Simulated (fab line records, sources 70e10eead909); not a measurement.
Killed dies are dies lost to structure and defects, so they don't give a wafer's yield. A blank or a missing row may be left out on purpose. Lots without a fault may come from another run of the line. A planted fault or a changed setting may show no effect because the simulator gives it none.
fab line records | flow nand_harc
record lots=5 wafers=12 last_day=33
route steps=1302 shown A_CHANNEL_HOLE_D2@570 END@1301
lots that met no fault: from a run of the same line without faults
start_h: hours from the record's first day to the start of the lot's first wafer shown | wait_h: hours since the lot's step before | " the same as in the row above | L1.1+2: a row that stands for several wafers | - no value, or no start given | * or withheld: withheld | < > ~ a bound
route shown NAME@n: a module of which the file shows steps, and the number in the route of the first | usual: mean/standard deviation of fault-free wafers | same: alike in all rows | chamber/n: place in a boat | sites: the reading at each site | _std_site: their standard deviation | _edge_site: outer sites' mean less inner sites' | radius_mm: how far each site lies from the wafer's centre | mask NAME#n: copy n | behind: the tool/chamber that last shaped the wafer | hold: why the lot was held/for how many hours/how that ended | device: the transistor (n, p or np) that didn't switch | end of line: the same wafers' tests at the end of the route | a step without rows: its recipe alone | killed: dies lost to structure and defects at the first sort, not the wafer's yield | map: a wafer's dies, x killed, . not, _ none there
set.NAME: the setting as run; set.NAME@STEP: as run at that earlier step | model.NAME: the simulator's own value behind a step, which no gauge read
lots at some steps of the route; a table a step, a row a wafer
services: from which hour (start_h, from the record's first day; less than 0 if before it) a tool's chamber was out of use, for how many hours, and why
## steps
# step NHARC_A_CHANNEL_HOLE_D2_DEP_00
# recipe target_thk_a=31000 temp_c=400 material=aC
# step NHARC_A_CHANNEL_HOLE_D2_DEP_01
# recipe target_thk_a=1400 target_thk_nm=140 temp_c=400 pressure_torr=3.5 flow_sccm=200 rf_w=350 material=SiON
# step NHARC_A_CHANNEL_HOLE_D2_DEHYDRATE_02
# recipe temp_c=150 time_s=120
# step NHARC_A_CHANNEL_HOLE_D2_HMDS_03
# recipe time_s=30
# step NHARC_A_CHANNEL_HOLE_D2_COAT_36
# recipe temp_c=260 time_s=75
# step NHARC_A_CHANNEL_HOLE_D2_COAT_37
# recipe temp_c=225 time_s=65
# step NHARC_A_CHANNEL_HOLE_D2_COAT_04
# recipe spin_rpm=1500 resist_thk_nm=90
# step NHARC_A_CHANNEL_HOLE_D2_SOFTBAKE_05
# recipe temp_c=105 time_s=55
# step NHARC_A_CHANNEL_HOLE_D2_EBR_06
# step NHARC_A_CHANNEL_HOLE_D2_EXPOSE_07
# recipe na=1.35 target_cd_nm=100 sigma_outer=0.3 dose_mj=59.65 mask_id=HOLE_D2
# step NHARC_A_CHANNEL_HOLE_D2_PEB_08
# recipe peb_temp_c=100 peb_time_s=65
# usual resist_line_temp_C=23.00/0.1
# columns lot.wafer tool chamber start_h wait_h resist_line_temp_C
L194.1 litho_track-01 0 347.37 0.1 23.16
L194.5 " 0 " " 22.84
L194.6 " 0 " " 23.05
L196.2 litho_track-01 0 352.98 0.1 23.14
L196.3 " 0 " " 23.09
L197.3 litho_track-01 0 379.72 0.0 23.11
L197.5 " 0 " " 23.02
L198.4 litho_track-01 0 380.56 0.0 22.83
L198.5 " 0 " " 22.86
L210.2 litho_track-04 0 505.43 0.1 23.06
L210.4 " 0 " " 22.90
L210.5 " 0 " " 23.16
# step NHARC_A_CHANNEL_HOLE_D2_DEVELOP_09
# recipe develop_time_s=35 dev_temp_c=23
# step NHARC_A_CHANNEL_HOLE_D2_CD_MEAS_10
# recipe target_cd_nm=100 landing_energy_ev=500
# usual cd_nm=100.2/0.49
# columns lot.wafer tool chamber start_h wait_h cd_nm
L194.1 cd_sem-01 0 347.45 - 100.3
L194.5 " 0 " " 99.6
L194.6 " 0 " " 99.6
L196.2 cd_sem-01 0 353.06 - 100.6
L196.3 " 0 " " 106.6
L197.3 cd_sem-01 0 379.80 - 106.7
L197.5 " 0 " " 106.9
L198.4 cd_sem-01 0 380.64 - 100.0
L198.5 " 0 " " 106.4
L210.2 cd_sem-03 0 505.51 - 100.2
L210.4 " 0 " " 100.4
L210.5 " 0 " " 100.2
# step NHARC_A_CHANNEL_HOLE_D2_DESCUM_15
# recipe time_s=3 o2_flow_sccm=200 ar_flow_sccm=0 bias_power_w=0 chemistry=O2
# usual drypump_motor_current_A=5.5/0.45 oes_product_au=1.000/0.011 rf_vpp_V=57.9/0.93 showerhead_plenum_p_Torr=1.92/0.092 throttle_valve_pct=11.310/0.0093
# columns lot.wafer tool chamber start_h wait_h drypump_motor_current_A oes_product_au rf_hours_counter_h rf_vpp_V showerhead_plenum_p_Torr throttle_valve_pct model.A_CHANNEL_HOLE_D2.cd_nm
L194.1 rie_diel-02 2 347.64 0.1 6.2 0.986 6 57.9 1.96 11.313 99.83
L194.6 " 2 " " 6.2 0.987 - 58.4 1.96 11.305 99.16
L194.5 " 3 " " 5.8 1.019 - 55.5 1.80 11.333 100.4
L196.2 rie_diel-02 2 353.24 0.1 6.2 0.993 7 58.0 1.96 11.318 100.2
L196.3 " 0 " " 5.1 0.988 9 56.9 1.79 11.312 106.2
L197.3 rie_diel-13 1 379.98 0.1 5.4 0.998 1 57.4 1.82 11.321 106.6
L197.5 " 2 " " 6.2 0.992 - 58.7 2.03 11.299 107.6
L198.4 rie_diel-07 2 380.83 0.1 4.9 1.000 6 56.9 1.84 11.289 99.6
L198.5 " 1 " " 5.2 1.007 - 59.5 2.06 11.314 106
L210.4 rie_diel-13 1 505.70 0.1 5.4 0.983 8 56.8 1.82 11.310 101.3
L210.2 " 2 " " 6.2 0.995 7 58.6 2.03 11.306 101.1
L210.5 " 0 " " 5.9 1.012 - 58.6 1.88 11.308 100.5
# step NHARC_A_CHANNEL_HOLE_D2_ETCH_38
# recipe target_depth_a=390 over_etch_frac=0.3 time_s=65 ion_energy_ev=80 cf4_flow_sccm=150 ar_flow_sccm=0 rf_w=300 bias_w=100 chemistry=CF4
# step NHARC_A_CHANNEL_HOLE_D2_ETCH_39
# recipe target_depth_a=2600 over_etch_frac=0.3 time_s=325 ion_energy_ev=200 n2_flow_sccm=150 h2_flow_sccm=150 ar_flow_sccm=0 rf_w=400 bias_w=150 chemistry=N2/H2
# step NHARC_A_CHANNEL_HOLE_D2_ETCH_34
# recipe target_depth_a=1540 time_s=77 cf4_flow_sccm=100 chf3_flow_sccm=30 ar_flow_sccm=0 rf_w=500 bias_w=200 chemistry=CF4/CHF3
# step NHARC_A_CHANNEL_HOLE_D2_ETCH_16
# recipe target_depth_a=31000 over_etch_frac=0.3 time_s=806 ion_energy_ev=150 o2_flow_sccm=400 cos_flow_sccm=20 ar_flow_sccm=0 rf_w=500 bias_w=300 chemistry=O2/COS
# step NHARC_A_CHANNEL_HOLE_D2_ETCH_19
# recipe bias_v=1200 source_w=2500 pressure_mtorr=15 time_s=34.5 ar_flow_sccm=375 c4f8_flow_sccm=28.8 o2_flow_sccm=96.2 temp_c=-20 target_depth_a=* chemistry=C4F8/O2/Ar
# step NHARC_A_CHANNEL_HOLE_D2_ETCH_20
# recipe bias_v=3000 source_w=withheld pressure_mtorr=20 time_s=361.9 ar_flow_sccm=375 c4f8_flow_sccm=89.3 o2_flow_sccm=35.7 temp_c=-20 target_depth_a=16000 chemistry=C4F8/O2/Ar
# step NHARC_A_CHANNEL_HOLE_D2_ETCH_21
# recipe bias_v=3000 source_w=withheld pressure_mtorr=20 time_s=514.3 ar_flow_sccm=375 c4f8_flow_sccm=89.3 o2_flow_sccm=35.7 temp_c=-20 target_depth_a=16000 chemistry=C4F8/O2/Ar
# step NHARC_A_CHANNEL_HOLE_D2_ETCH_22
# recipe bias_v=3000 source_w=withheld pressure_mtorr=20 time_s=666.7 ar_flow_sccm=375 c4f8_flow_sccm=89.3 o2_flow_sccm=35.7 temp_c=-20 target_depth_a=16000 chemistry=C4F8/O2/Ar
# step NHARC_A_CHANNEL_HOLE_D2_ETCH_23
# recipe bias_v=5000 source_w=withheld pressure_mtorr=20 time_s=819 ar_flow_sccm=375 c4f8_flow_sccm=89.3 o2_flow_sccm=35.7 temp_c=-20 target_depth_a=16000 chemistry=C4F8/O2/Ar
# step NHARC_A_CHANNEL_HOLE_D2_ETCH_24
# recipe bias_v=5000 source_w=withheld pressure_mtorr=20 time_s=906.2 ar_flow_sccm=375 c4f8_flow_sccm=93.8 o2_flow_sccm=31.2 temp_c=-20 target_depth_a=15000 chemistry=C4F8/O2/Ar
# step NHARC_A_CHANNEL_HOLE_D2_ETCH_25
# recipe bias_v=5000 source_w=withheld pressure_mtorr=20 time_s=1040.2 ar_flow_sccm=375 c4f8_flow_sccm=93.8 o2_flow_sccm=31.2 temp_c=-20 target_depth_a=15000 chemistry=C4F8/O2/Ar
# step NHARC_A_CHANNEL_HOLE_D2_ETCH_26
# recipe bias_v=300 source_w=2000 pressure_mtorr=30 time_s=224.1 ar_flow_sccm=375 c4f8_flow_sccm=11.4 o2_flow_sccm=113.6 temp_c=-20 target_depth_a=3000 chemistry=C4F8/O2/Ar
# step NHARC_A_CHANNEL_HOLE_D2_ETCH_27
# recipe bias_v=400 source_w=2000 pressure_mtorr=25 time_s=90 ar_flow_sccm=375 c4f8_flow_sccm=41.7 o2_flow_sccm=83.3 temp_c=-20 target_depth_a=4000 chemistry=C4F8/O2/Ar
# step NHARC_A_CHANNEL_HOLE_D2_STRIP_41
# recipe n2_flow_sccm=150 h2_flow_sccm=150 ar_flow_sccm=0 bias_w=0 chemistry=N2/H2
# step NHARC_A_CHANNEL_HOLE_D2_STRIP_42
# recipe cf4_flow_sccm=100 chf3_flow_sccm=30 ar_flow_sccm=0 bias_w=0 chemistry=CF4/CHF3
# step NHARC_A_CHANNEL_HOLE_D2_STRIP_43
# recipe o2_flow_sccm=400 cos_flow_sccm=20 ar_flow_sccm=0 bias_w=0 chemistry=O2/COS
# step NHARC_A_CHANNEL_HOLE_D2_ETCH_44
# recipe target_depth_a=1400 overetch_a=140 time_s=77 ion_energy_ev=100 cf4_flow_sccm=80 o2_flow_sccm=20 ar_flow_sccm=0 rf_w=300 bias_w=100 chemistry=CF4/O2
# usual drypump_motor_current_A=5.5/0.45 oes_product_au=0.998/0.0093 rf_vpp_V=197.7/1.6 showerhead_plenum_p_Torr=1.33/0.062 throttle_valve_pct=13.397/0.0093
# columns lot.wafer tool chamber start_h wait_h drypump_motor_current_A oes_product_au rf_hours_counter_h rf_vpp_V showerhead_plenum_p_Torr throttle_valve_pct model.A_CHANNEL_HOLE_D2.cd_nm
L194.1 rie_diel-13 0 354.04 0.1 5.9 1.007 0 196.5 1.31 13.408 90.51
L194.6 " 1 " " 5.4 1.003 - 195.8 1.27 13.407 90.57
L194.5 " 2 " " 6.2 1.003 - 200.9 1.42 13.384 88.9
L196.3 rie_diel-13 0 362.35 0.1 5.9 1.012 1 197.3 1.31 13.400 96.85
L196.2 " 2 " " 6.2 0.997 1 199.2 1.42 13.394 91.96
L197.3 rie_diel-07 3 385.89 0.1 5.7 0.988 2 199.7 1.40 13.408 94.95
L197.5 " 0 " " 4.9 1.000 - 198.5 1.34 13.416 95.14
L198.4 rie_diel-07 3 390.04 0.1 5.7 0.983 3 200.0 1.40 13.394 89.57
L198.5 " 3 " " 5.7 0.975 - 199.4 1.40 13.378 96.58
L210.2 rie_diel-07 0 516.28 0.1 4.9 1.010 2 197.4 1.34 13.399 88.95
L210.4 " 3 " " 5.7 0.998 4 197.8 1.40 13.396 89.17
L210.5 " 1 " " 5.2 1.008 - 199.2 1.43 13.404 91.01
# step NHARC_A_CHANNEL_HOLE_D2_STRIP_28
# recipe o2_flow_sccm=500 ar_flow_sccm=0 bias_w=0 chemistry=O2
# step NHARC_A_CHANNEL_HOLE_D2_PRECLEAN_29
# recipe time_s=* temp_c=50 bath_age_min=0 chemistry=SC1
# step NHARC_A_CHANNEL_HOLE_D2_SRD_30
# step NHARC_A_CHANNEL_HOLE_D2_CD_MEAS_31
# usual cd_nm=90.1/1.4
# columns lot.wafer tool chamber start_h wait_h cd_nm
L194.1 cd_sem-01 - 354.81 - 90.3
L194.5 " - " " 88.9
L194.6 " - " " 89.5
L196.2 cd_sem-01 - 363.14 - 92.3
L196.3 " - " " 96.5
L197.3 cd_sem-03 - 386.85 0.1 94.7
L197.5 " - " " 95.9
L198.4 cd_sem-01 - 390.87 0.1 89.9
L198.5 " - " " 96.9
L210.2 cd_sem-03 - 517.08 - 88.7
L210.4 " - " " 89.2
L210.5 " - " " 91.7
# step NHARC_A_CHANNEL_HOLE_D2_XSEM_32
# recipe landing_energy_ev=35000
# usual bot_cd_nm=74.6/1.5 bow_nm=8.61/0.29 tilt_deg=0.07/0.04
# columns lot.wafer tool chamber start_h wait_h bot_cd_nm bow_nm tilt_deg
L194.1 xsem-01 0 354.90 0.1 75.7 8.68 0.05
L194.5 " 0 " " 73.1 8.66 0.05
L194.6 " 0 " " 74.4 8.54 0.06
L196.2 xsem-02 0 363.24 0.1 76.3 8.44 0.14
L196.3 " 0 " " 81.1 8.49 0.14
L197.3 xsem-02 0 386.95 0.1 79.8 8.53 0.10
L197.5 " 0 " " 80.7 8.47 0.10
L198.4 xsem-01 0 390.96 0.1 75.3 8.73 0.08
L198.5 " 0 " " 81.7 8.87 0.08
L210.2 xsem-01 0 517.16 0.1 72.4 8.65 0.07
L210.4 " 0 " " 74.6 8.68 0.08
L210.5 " 0 " " 76.6 8.64 0.07
# step NHARC_END_WLT_00
# usual VT_DECK1_BOTTOM=0.873/0.0087 VT_DECK1_BOTTOM_INNER=0.872/0.0092 VT_DECK1_MEDIAN_NEAR_BOTTOM=0.874/0.0088 VT_DECK1_MEDIAN_NEAR_BOTTOM_INNER=0.874/0.0088 VT_DECK1_MIDDLE=0.886/0.0092 VT_DECK1_MIDDLE_INNER=0.886/0.0085 VT_DECK1_TOP=0.897/0.0091 VT_DECK1_TOP_INNER=0.897/0.0087 VT_DECK2_BOTTOM=0.871/0.0077 VT_DECK2_BOTTOM_INNER=0.870/0.0079 VT_DECK2_MEDIAN_NEAR_BOTTOM=0.872/0.0076 VT_DECK2_MEDIAN_NEAR_BOTTOM_INNER=0.872/0.0076 VT_DECK2_MIDDLE=0.883/0.008 VT_DECK2_MIDDLE_INNER=0.883/0.0082 VT_DECK2_TOP=0.896/0.0076 VT_DECK2_TOP_INNER=0.895/0.0085
# columns lot.wafer tool chamber start_h wait_h VT_DECK1_BOTTOM VT_DECK1_BOTTOM_INNER VT_DECK1_MEDIAN_NEAR_BOTTOM VT_DECK1_MEDIAN_NEAR_BOTTOM_INNER VT_DECK1_MIDDLE VT_DECK1_MIDDLE_INNER VT_DECK1_TOP VT_DECK1_TOP_INNER VT_DECK2_BOTTOM VT_DECK2_BOTTOM_INNER VT_DECK2_MEDIAN_NEAR_BOTTOM VT_DECK2_MEDIAN_NEAR_BOTTOM_INNER VT_DECK2_MIDDLE VT_DECK2_MIDDLE_INNER VT_DECK2_TOP VT_DECK2_TOP_INNER
L194.1 prober-02 - 624.00 0.1 0.880 0.880 0.878 0.878 0.890 0.887 0.893 0.897 0.870 0.871 0.867 0.876 0.885 0.891 0.896 0.890
L194.5 " - 626.02 2.1 0.882 0.878 0.881 0.886 0.886 0.883 0.899 0.891 0.868 0.869 0.871 0.872 0.886 0.886 0.891 0.896
L194.6 " - " " 0.872 0.864 0.868 0.871 0.883 0.888 0.899 0.891 0.869 0.871 0.869 0.878 0.876 0.890 0.896 0.894
L196.2 prober-02 - 632.35 4.0 0.886 0.878 0.873 0.881 0.881 0.887 0.908 0.897 0.885 0.880 0.887 0.881 0.890 0.892 0.905 0.901
L196.3 " - " " 0.875 0.873 0.865 0.879 0.885 0.887 0.897 0.896 0.899 0.897 0.902 0.898 0.906 0.912 0.914 0.916
L197.3 prober-01 - 640.63 1.0 0.876 0.871 0.877 0.877 0.886 0.886 0.894 0.893 0.886 0.888 0.883 0.895 0.897 0.903 0.912 0.912
L197.5 " - 641.64 2.0 0.877 0.882 0.878 0.876 0.877 0.889 0.893 0.893 0.888 0.892 0.897 0.893 0.901 0.909 0.916 0.925
L198.4 prober-02 - 649.01 1.6 0.866 0.864 0.873 0.870 0.876 0.879 0.879 0.887 0.863 0.868 0.866 0.864 0.882 0.878 0.890 0.897
L198.5 " - " " 0.852 0.864 0.861 0.865 0.863 0.875 0.880 0.885 0.881 0.885 0.890 0.884 0.899 0.884 0.909 0.909
L210.2 prober-01 - 775.28 0.5 0.867 0.871 0.873 0.872 0.890 0.873 0.897 0.899 0.856 0.865 0.867 0.872 0.883 0.881 0.890 0.894
L210.4 " - 776.29 1.6 0.860 0.869 0.869 0.874 0.891 0.879 0.895 0.898 0.870 0.862 0.876 0.864 0.883 0.881 0.895 0.897
L210.5 " - " " 0.879 0.869 0.872 0.860 0.888 0.882 0.892 0.895 0.881 0.869 0.875 0.868 0.889 0.890 0.899 0.890
# step NHARC_END_SORT_01
# recipe temp_c=25
# usual killed_at_array=59/20 killed_at_other=0.8/1.2 killed_at_periphery=3.5/2.2 killed_dies=63/20 killed_open=3.3/1.8 killed_short=2.6/1.7
# same gross_dies=677
# columns lot.wafer tool chamber start_h wait_h killed_at_array killed_at_other killed_at_periphery killed_dies killed_open killed_short
L196.3 prober-02 0 636.43 3.1 69 0 2 71 2 2
# killed by level:class
L196.3 A_CHANNEL_HOLE_D1:chamber_film_flake=28 A_SLIT:chamber_film_flake=21 A_CHANNEL_HOLE_D2:chamber_film_flake=12 A_WL_FILL:geometric_particle:short=2 A_CONTACT:chamber_film_flake=2 A_ONON_D2:geometric_particle:open=1 A_WL_FILL:geometric_particle:open=1 P_M0:chamber_film_flake=1
## services
# columns tool chamber start_h hours kind
litho_track-01 - 330.00 7.0 pm
rie_diel-13 - 342.00 9.0 pm
rie_diel-13 0 342.00 9.0 vent_cycle
rie_diel-13 1 342.00 9.0 vent_cycle
rie_diel-13 2 342.00 9.0 vent_cycle
rie_diel-13 3 342.00 9.0 vent_cycle
rie_diel-13 0 351.00 - clean
rie_diel-13 1 351.00 - clean
rie_diel-13 2 351.00 - clean
rie_diel-13 3 351.00 - clean
xsem-01 - 374.00 14.0 pm
rie_diel-13 0 375.50 - clean
litho_track-04 - 378.00 7.0 pm
rie_diel-07 1 383.97 3.1 repair
rie_diel-07 - 384.11 0.2 repair
rie_diel-13 2 385.02 9.4 repair
rie_diel-02 - 393.70 9.0 pm
rie_diel-07 3 406.87 33.4 repair
xsem-02 - 447.93 3.5 repair
rie_diel-13 2 454.24 13.4 repair
rie_diel-02 2 457.52 94.6 repair
rie_diel-07 - 471.20 9.0 pm
rie_diel-07 0 499.75 8.5 repair
litho_track-01 - 505.00 7.0 pm
## key
first_sign step=NHARC_A_CHANNEL_HOLE_D2_CD_MEAS_10 reading=cd_nm direction=up sigmas=13 usual=100.2 struck=106.6
effect step=NHARC_A_CHANNEL_HOLE_D2_CD_MEAS_31 reading=cd_nm direction=up sigmas=4.2 usual=90.1 struck=96.0
effect step=NHARC_A_CHANNEL_HOLE_D2_XSEM_32 reading=bot_cd_nm direction=up sigmas=4.3 usual=74.6 struck=80.8
effect step=NHARC_END_WLT_00 reading=VT_DECK2_MEDIAN_NEAR_BOTTOM direction=up sigmas=2.8 usual=0.872 struck=0.893
model_effect step=NHARC_A_CHANNEL_HOLE_D2_DESCUM_15 value=A_CHANNEL_HOLE_D2.cd_nm without=100.3 struck=106.6
model_effect step=NHARC_A_CHANNEL_HOLE_D2_ETCH_44 value=A_CHANNEL_HOLE_D2.cd_nm without=89.6 struck=95.88
met_at NHARC_A_CHANNEL_HOLE_D2_PEB_08
struck_wafers L196.3,L197.3,L197.5,L198.5
tester_left_out L196,L197,L198
onset_between 347.37 352.98
fault kind=process_parameter_drift tool=litho_track-01 chamber=- onset_h=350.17 steps=NHARC_A_CHANNEL_HOLE_D2_PEB_08 channel=peb_time_s offset=* shape=step end_h=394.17 scope=struck_wafers_only acts_in=* stated=*
# tester_left_out: of these lots the tester's yield and bins aren't shown, on N5 and GAA mostly nor the transistor test; their killed dies are dies lost to structure and defects alone, not to doping, threshold or leakage, so they don't give the yield
